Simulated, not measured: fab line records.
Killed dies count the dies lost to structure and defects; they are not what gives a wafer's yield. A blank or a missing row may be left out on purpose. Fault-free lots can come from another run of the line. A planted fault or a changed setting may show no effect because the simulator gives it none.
A lot that was struck, set against a sound lot + flow nandHarc + 40 steps out of a route of 1159
Sound: wafers L586.2, L586.4, L586.5. Wafers L591.1, L591.3, L591.4 were the ones struck. Last of all comes the cause.
At each step with rows: each side's tool, then ch and its chambers, then its first start. Under that, the readings that differ: sound wafers + struck wafers + difference of the means + sigmas: that difference in standard deviations of wafers without a fault.
alike: words and numbers the same on both sides, and readings whose means are apart by under 2 such deviations; not compared: readings that were withheld, readings missing a value for some wafer, numbers with overlapping values and no deviation given by the record, and bounds like >300 which may hide the same value.
A row with sigmas, a row that says differs or no value, or rows on one side alone: a step with any of these is where the two part. Non-overlapping numbers with no deviation appear without sigmas and do not part them. Lack of a reading on every wafer of one side parts them only where that side has two or more wafers.

NHARC_P_CONTACT_INSPECT_14:
  struck on defectInspect-01, day 7 03:28; sound on defectInspect-01, day 5 21:09
  alike: rawDefectCount
NHARC_P_CONTACT_DESCUM_17: chemistry O2, time 3 s.
  sound on rieDiel-08 ch 1,2,3, day 5 21:13; struck on rieDiel-08 ch 0,1,3, day 7 03:32
  alike: drypumpMotorCurrentA, oesProductAu, rfVppV, showerheadPlenumPTorr, throttleValvePct
  not compared: rfHoursCounterH
NHARC_P_CONTACT_ETCH_35: etches the open film in CF4, target depth 39 nm, time 65 s.
  sound on rieDiel-08 ch 0,1, day 5 21:21; struck on rieDiel-08 ch 1,2,3, day 7 03:36
  alike: biasW, drypumpMotorCurrentA, oesProductAu, rfVppV, showerheadPlenumPTorr, throttleValvePct
  not compared: rfHoursCounterH
then, 4 steps without rows for these wafers: NHARC_P_CONTACT_ETCH_36 (etches the open film in N2/H2, target depth 260 nm, time 406.25 s); NHARC_P_CONTACT_ETCH_18 (etches the open film in C4F8/O2/Ar, target depth 481 nm, time 240.5 s); NHARC_P_CONTACT_STRIP_37 (strips in C4F8/O2/Ar); NHARC_P_CONTACT_ETCH_31 (etches the open film in CH3F/O2, target depth 30 nm, time 85.7 s).
NHARC_P_CONTACT_CD_MEAS_19:
  struck on cdSem-03, day 7 04:23; sound on cdSem-03, day 5 22:08
  alike: cdNm
then, 4 steps without rows for these wafers: NHARC_P_CONTACT_STRIP_28 (strips in O2); NHARC_P_CONTACT_STRIP_29 (strips in post etch residue remover, time 1200 s); NHARC_P_CONTACT_DEGAS_38 (time 60 s); NHARC_P_CONTACT_PRE_CLEAN_39 (time 19.5 s).
NHARC_P_CONTACT_PVD_32: deposits Ti, target thk 5 nm, time 17.7 s.
  struck on pvdSputter-02, day 7 05:15; sound on pvdSputter-01, day 5 23:00
  alike: throttleValvePct
NHARC_P_CONTACT_ALD_22: deposits TiN, target thk 3 nm, pulse time 1 s, ald cycles 150.
  sound on aldMetal-03 ch 0,1,3, day 5 23:08; struck on aldMetal-02 ch 0,2,3, day 7 05:22
  alike: heaterPowerOuterW, heaterPowerW, precursorPulseHeightRel
then, 13 steps without rows for these wafers: NHARC_P_CONTACT_CVD_23 (deposits W, target thk 200 nm, time 557 s); NHARC_P_CONTACT_CMP_24 (polishes, t overpolish 30 s, target thk 200 nm); NHARC_P_CONTACT_SRD_26; NHARC_P_M0_DEP_00 (deposits SiOC, target thk 150 nm); NHARC_P_M0_DEHYDRATE_01 (time 120 s); NHARC_P_M0_HMDS_02 (time 30 s); NHARC_P_M0_COAT_33 (time 65 s); NHARC_P_M0_COAT_03 (resist thk 90 nm); NHARC_P_M0_SOFTBAKE_04 (time 55 s); NHARC_P_M0_EBR_05; NHARC_P_M0_EXPOSE_06 (exposes mask P M0, target cd 90 nm); NHARC_P_M0_PEB_07 (peb time 65 s); NHARC_P_M0_DEVELOP_08 (develop time 35 s).
NHARC_P_M0_CD_MEAS_09: the cd target is 90 nm.
  sound on cdSem-01 ch 0, day 6 06:58; struck on cdSem-03 ch 0, day 7 07:32
| reading   | sound          | struck         | difference | sigmas |
|-----------|----------------|----------------|------------|--------|
| cdNm (nm) | 88.9 88.7 88.9 | 89.9 90.6 90.8 | +1.6       | +2     |
NHARC_P_M0_OVL_MEAS_10: pitch 180 nm.
  struck on overlay-02, day 7 07:37; sound on overlay-02, day 6 07:03
  alike: overlayXNm, overlayYNm
then, 1 step without rows for these wafers: NHARC_P_M0_DESCUM_14 (chemistry O2, time 3 s).
NHARC_P_M0_ETCH_34: etches the open film in N2/H2, target depth 40 nm, overetch 12 nm, time 43.94 s.
  sound on rieDiel-13 ch 0,1,2, day 6 07:14; struck on rieDiel-06 ch 1,2,3, day 7 07:48
  alike: biasW, drypumpMotorCurrentA, oesProductAu, rfVppV, showerheadPlenumPTorr, throttleValvePct
  not compared: rfHoursCounterH
NHARC_P_M0_ETCH_15: etches the open film in C4F8/Ar, target depth 150 nm, overetch 15 nm, time 82.5 s.
  sound: rieDiel-13 ch 0,1; struck: rieDiel-06 ch 0,2,3
  alike: biasW, oesProductAu, rfVppV
  not compared: rfHoursCounterH
NHARC_P_M0_CD_MEAS_16:
  struck on cdSem-02, day 7 08:01; sound on cdSem-03, day 6 07:28
  alike: cdNm
then, 6 steps without rows for these wafers: NHARC_P_M0_STRIP_18 (strips in N2/H2); NHARC_P_M0_STRIP_19 (strips in post etch residue remover, time 600 s); NHARC_P_M0_DEGAS_28 (time 60 s); NHARC_P_M0_PRE_CLEAN_29 (time 30 s); NHARC_P_M0_PVD_20 (deposits TaN, target thk 5 nm, time 8.06 s); NHARC_P_M0_PVD_21 (deposits Cu, target thk 30 nm, time 20.49 s).
-- record jumps: 13 days between struck wafers' starts before vs after; left off in module P_M0, resumes in module END, first step shown is number 1159 of the route --
NHARC_END_SORT_01:
  sound on prober-02 ch 0, day 21 00:01; struck on prober-01 ch 0, day 20 15:29
| reading           | sound    | struck   | difference | sigmas |
|-------------------|----------|----------|------------|--------|
| killedAtPeriphery | 0 4 1    | 37 76 80 | +63        | +30    |
| killedDies        | 18 24 30 | 70 99 95 | +64        | +6     |
  alike: killedAtArray, killedAtOther, killedOpen, killedShort

## WHERE THEY PART
Last at NHARC_END_SORT_01 as far as this record goes, first at NHARC_P_M0_CD_MEAS_09.

WHY: whatever the simulator had introduced
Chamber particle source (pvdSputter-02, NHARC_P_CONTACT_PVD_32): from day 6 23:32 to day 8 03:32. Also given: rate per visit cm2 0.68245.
